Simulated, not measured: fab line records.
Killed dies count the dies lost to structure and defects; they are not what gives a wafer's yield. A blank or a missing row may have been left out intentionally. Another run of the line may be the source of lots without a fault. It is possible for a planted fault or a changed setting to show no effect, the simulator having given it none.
Chamber matching :: flow nand harc :: NHARC_A_CHANNEL_FILL_D2_CMP_10 on cmp-01 has 4 sister chambers
The step polishes, target thk 150 nm. 8 wafers are shown with their chamber, then 9 later ones without.

WAFERS, EACH WITH ITS CHAMBER
wafer: L085.1
chamber: 1
motor current A (A): 12.2
time to endpoint s (s): 16.4

wafer: L085.5
chamber: 2
motor current A (A): 13.6
time to endpoint s (s): 13.4

wafer: L084.2
chamber: 1
motor current A (A): 11.3
time to endpoint s (s): 15.3

wafer: L084.3
chamber: 3
motor current A (A): 10.3
time to endpoint s (s): 15.6

wafer: L084.6
chamber: 2
motor current A (A): 13.8
time to endpoint s (s): 14.5

wafer: L086.1
chamber: 0
motor current A (A): 12.2
time to endpoint s (s): 16.1

wafer: L086.2
chamber: 3
motor current A (A): 10.7
time to endpoint s (s): 14.8

wafer: L086.5
chamber: 0
motor current A (A): 12.7
time to endpoint s (s): 16.2

WAFERS MISSING THEIR CHAMBER
wafer: L091.2
motor current A (A): 12.5
time to endpoint s (s): 15.2

wafer: L091.3
motor current A (A): 12.0
time to endpoint s (s): 15.3

wafer: L091.4
motor current A (A): 11.2
time to endpoint s (s): 13.3

wafer: L092.2
motor current A (A): 12.7
time to endpoint s (s): 18.6

wafer: L092.3
motor current A (A): 11.9
time to endpoint s (s): 17.8

wafer: L092.4
motor current A (A): 11.0
time to endpoint s (s): 18.5

wafer: L094.1
motor current A (A): 12.1
time to endpoint s (s): 16.6

wafer: L094.3
motor current A (A): 10.8
time to endpoint s (s): 12.7

wafer: L094.6
motor current A (A): 10.5
time to endpoint s (s): 16.0

WHICH CHAMBER EACH ONE RAN IN
wafer: L091.2
from the rows above: can't be placed: 0 or 1
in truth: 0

wafer: L091.3
from the rows above: can't be placed: 1 or 0
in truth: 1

wafer: L091.4
from the rows above: can't be placed: 3 or 1
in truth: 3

wafer: L092.2
from the rows above: can't be placed: 0 or 1
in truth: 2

wafer: L092.3
from the rows above: can't be placed: 0 or 1
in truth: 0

wafer: L092.4
from the rows above: can't be placed: 1 or 0 or 3
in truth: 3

wafer: L094.1
from the rows above: can't be placed: 0 or 1
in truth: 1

wafer: L094.3
from the rows above: can't be placed: 3 or 1
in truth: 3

wafer: L094.6
from the rows above: can't be placed: 3 or 1
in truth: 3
Correctly placed: 0 of 9. Not placeable from these rows: 9 (in 8, the candidates include the true chamber). 0 placed wrongly.
How it was worked out, from the rows above alone: a wafer's distance from a chamber is the root of the sum, over the readings, of the square of ((its reading less the chamber's mean) divided by the reading's scatter). If the next closest chamber is less than 2 further off than the closest, the wafer can't be placed; otherwise it belongs to the closest. A chamber's mean is the mean of its shown wafers. How the scatter is found: for the shown wafers, subtract from each reading the mean of its chamber, square and add these, divide the total by (wafers less chambers), then take the root.
